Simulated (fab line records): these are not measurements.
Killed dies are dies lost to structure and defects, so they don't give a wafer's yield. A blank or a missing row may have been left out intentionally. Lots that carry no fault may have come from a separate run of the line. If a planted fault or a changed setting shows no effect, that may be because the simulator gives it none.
Which tool did it?	flow nand_harc	14 lots, 39 wafers sampled, at 5 steps of a route of 1159

## WHAT THE GAUGES READ, wafer by wafer
NHARC_A_M1_CD_MEAS_16. Usual: cd_nm at 120.5 nm, with a standard deviation of 0.78.
lot	measured	on	cd_nm (nm)	flag
L303	day 18 00:19	cd_sem-02	120.3 120.4 120.7	
L302	day 18 00:44	cd_sem-02	119.6 121.2 121.0	
L305	day 18 01:28	cd_sem-02	119.1 120.0 119.7	
L307	day 18 10:20	cd_sem-01	120.8 120.3 119.8	
L306	day 18 11:00	cd_sem-03	120.6 120.7 120.7	
L309	day 19 13:47	cd_sem-02	118.9 121.9 119.5	
L308	day 19 14:37	cd_sem-02	119.8 120.7 119.7	
L312	day 20 13:40	cd_sem-02	119.7 120.6 120.6	
L310	day 20 13:55	cd_sem-03	121.2 121.1 120.7	
L311	day 21 00:17	cd_sem-02	120.0 120.1 120.3	
L315	day 21 03:02	cd_sem-02	121.2 120.7 120.9	
L320	day 22 09:46	cd_sem-01	120.5	
L323	day 23 07:42	cd_sem-02	119.9 121.6	
L325	day 23 18:26	cd_sem-02	119.3 118.3 119.7	

NHARC_END_SORT_01. Usual: defect_limited_yield 95.6 %, standard deviation 1.6; killed_at_array 26, standard deviation 11; killed_at_other 0.4, standard deviation 0.78; killed_at_periphery 3.4, standard deviation 2.4; killed_dies 29, standard deviation 11; killed_open 3.1, standard deviation 1.9; killed_short 1.9, standard deviation 1.4; sort_bin_2_pct 1.3 %, standard deviation 0.63; sort_bin_3_pct 0.20 %, standard deviation 0.18; sort_bin_4_pct 2.8 %, standard deviation 1.1; sort_n_pass 648, standard deviation 11; sort_rim_yield_pct 95 %, standard deviation 3.4; sort_yield_pct 95.6 %, standard deviation 1.6.
lot	measured	on	defect_limited_yield (%)	killed_at_array	killed_at_other	killed_at_periphery	killed_dies	killed_open	killed_short	sort_bin_2_pct (%)	sort_bin_3_pct (%)	sort_bin_4_pct (%)	sort_n_pass	sort_rim_yield_pct (%)	sort_yield_pct (%)	flag
L320	day 25 15:17	prober-01	21.6	531	0	0	531	2	0	29.8	6.94	41.7	146	26	21.6	OFF
L323	day 26 02:42	prober-02	19.4 91.7	546 51	0 2	0 3	546 56	2 2	2 2	34.3 2.4	7.83 0.15	38.6 5.8	131 621	22 97	19.4 91.7	OFF

## WHAT TOOL EACH LOT RAN ON (gives the tool, then ch and the chambers of the sampled wafers, and finally the start)
lot	NHARC_A_M0_CMP_23	NHARC_A_M1_PVD_20	NHARC_A_BONDPAD_ECD_18
L303	cmp-01 ch 0,1,2, day 17 21:49	pvd_sputter-03, day 18 06:04 or earlier	ecd_cu-02 ch 0,1, day 18 06:04
L302	cmp-01 ch 1,2,3, day 17 22:26	pvd_sputter-02, day 18 06:39 or earlier	ecd_cu-01 ch 0,1, day 18 06:39
L305	cmp-03 ch 1,2, day 17 22:49	pvd_sputter-03, day 18 07:33 or earlier	ecd_cu-02 ch 0,1, day 18 07:33
L307	cmp-04 ch 1,3, day 18 07:58	pvd_sputter-01, day 18 16:02 or earlier	ecd_cu-02 ch 1, day 18 16:02
L306	cmp-01 ch 0,1,3, day 18 08:42	pvd_sputter-02, day 18 16:45 or earlier	ecd_cu-02 ch 0,1, day 18 16:45
L309	cmp-03 ch 0,2,3, day 19 11:35	pvd_sputter-03, day 19 19:35 or earlier	ecd_cu-02 ch 0,1, day 19 19:35
L308	cmp-04 ch 0,1, day 19 12:16	pvd_sputter-02, day 19 20:34 or earlier	ecd_cu-02 ch 0,1, day 19 20:34
L312	cmp-03 ch 0,1,2, day 20 11:08	pvd_sputter-02, day 20 20:58 or earlier	ecd_cu-01 ch 0,1, day 20 20:58
L310	cmp-01 ch 0,1,2, day 20 11:28	pvd_sputter-03, day 20 20:35 or earlier	ecd_cu-01 ch 0,1, day 20 20:35
L311	cmp-01 ch 0,2, day 20 21:56	pvd_sputter-03, day 21 06:08 or earlier	ecd_cu-01 ch 0,1, day 21 06:08
L315	cmp-03 ch 0,1,3, day 21 00:43	pvd_sputter-03, day 21 08:46 or earlier	ecd_cu-01 ch 0,1, day 21 08:46
L320	cmp-01 ch 0, day 22 07:22	pvd_sputter-03, day 22 15:49 or earlier	ecd_cu-01 ch 0, day 22 15:49
L323	cmp-01 ch 0,1, day 23 05:28	pvd_sputter-02, day 23 13:27 or earlier	ecd_cu-01 ch 0,1, day 23 13:27
L325	cmp-03 ch 1,2,3, day 23 15:56	pvd_sputter-03, day 24 00:13 or earlier	ecd_cu-02 ch 0,1, day 24 00:13
- NHARC_A_M0_CMP_23: polishes, t overpolish 20 s, target thk 113.75 nm.
- NHARC_A_M1_PVD_20: deposits TaN, target thk 5 nm, time 8.06 s.
- NHARC_A_BONDPAD_ECD_18: material Cu, target thk 400 nm.

## AS READ BY THE TOOLS THEMSELVES (means over the sampled wafers that have a number; for cases with no such wafer, the mark the record gives instead)
NHARC_A_M0_CMP_23. Usual: edge_zone_pressure_frac 1.000, standard deviation 0.0049; motor_current_A 12.6 A, standard deviation 1.5; slurry_flow_ml_min 150.0, standard deviation 0.47; time_to_endpoint_s 28.0 s, standard deviation 2.9.
lot	tool	edge_zone_pressure_frac	motor_current_A (A)	slurry_flow_ml_min	time_to_endpoint_s (s)	flag
L303	cmp-01	1.000	11.6	150.0	26.2	
L302	cmp-01	1.003	12.1	150.3	29.5	
L305	cmp-03	1.004	13.7	150.2	30.9	
L307	cmp-04	0.997	14.2	150.0	31.2	
L306	cmp-01	0.998	10.9	149.8	25.8	
L309	cmp-03	1.004	13.4	150.0	29.3	
L308	cmp-04	0.996	13.5	150.0	30.9	
L312	cmp-03	0.998	13.0	149.9	29.1	
L310	cmp-01	1.001	11.3	150.2	28.2	
L311	cmp-01	1.004	11.0	149.9	23.2	
L315	cmp-03	1.003	12.6	150.2	30.0	
L320	cmp-01	1.001	9.6	150.6	21.9	
L323	cmp-01	1.002	10.5	150.2	25.3	
L325	cmp-03	0.999	13.3	150.1	29.7	

NHARC_A_M1_PVD_20. Usual: bias_v 168.4 V, standard deviation 1.7; chamber_pressure_pa 0.12001 Pa, standard deviation 0.00023; throttle_valve_pct 29.9 %, standard deviation 1.1.
lot	tool	bias_v (V)	chamber_pressure_pa (Pa)	throttle_valve_pct (%)	flag
L303	pvd_sputter-03	168.6	0.12004	29.2	
L302	pvd_sputter-02	169.5	0.12002	30.0	
L305	pvd_sputter-03	168.1	0.11996	28.3	
L307	pvd_sputter-01	167.3	0.11995	30.0	
L306	pvd_sputter-02	168.9	0.11991	31.1	
L309	pvd_sputter-03	167.3	0.12028	29.8	
L308	pvd_sputter-02	168.2	0.12005	30.5	
L312	pvd_sputter-02	168.0	0.11985	30.4	
L310	pvd_sputter-03	167.5	0.11995	29.0	
L311	pvd_sputter-03	168.5	0.12011	29.8	
L315	pvd_sputter-03	166.7	0.11991	28.9	
L320	pvd_sputter-03	165.9	0.12021	29.7	
L323	pvd_sputter-02	168.7	0.12026	30.1	
L325	pvd_sputter-03	167.7	0.11992	29.8	

## THE ANSWER, worked out from the rows above alone
Rule: take the mean of a lot's wafers that have a number; if it is more than 3 standard deviations from the usual mean, the lot is off. Also off: a lot with no number at a reading for which 4 or more lots have one. The other lots that the step has rows for count as sound. First the gauges in route order, then the tools' own readings, where a lot's mean is used as printed above. At the first step where some lot is off, the reading lying furthest off is the one used; lots without a number count as furthest.
Off: L320, L323, at NHARC_END_SORT_01 (defect_limited_yield). Neither off nor sound, because the step has no rows for them: L303, L302, L305, L307, L306, L309, L308, L312, L310, L311, L315, L325.
If a tool, at a process step before that reading, ran all the lots that are off and no sound lot after the first of them, it fits. Gauges at NHARC_END_SORT_01: tried the same way as those tools. With no start given for some of its lots, NHARC_A_M1_PVD_20 uses the hours and lot order of NHARC_A_BONDPAD_ECD_18. Can't be told from this: 2 tools fit, cmp-01 at NHARC_A_M0_CMP_23, ecd_cu-01 at NHARC_A_BONDPAD_ECD_18.

## WHAT THE SIMULATOR HAD PUT IN
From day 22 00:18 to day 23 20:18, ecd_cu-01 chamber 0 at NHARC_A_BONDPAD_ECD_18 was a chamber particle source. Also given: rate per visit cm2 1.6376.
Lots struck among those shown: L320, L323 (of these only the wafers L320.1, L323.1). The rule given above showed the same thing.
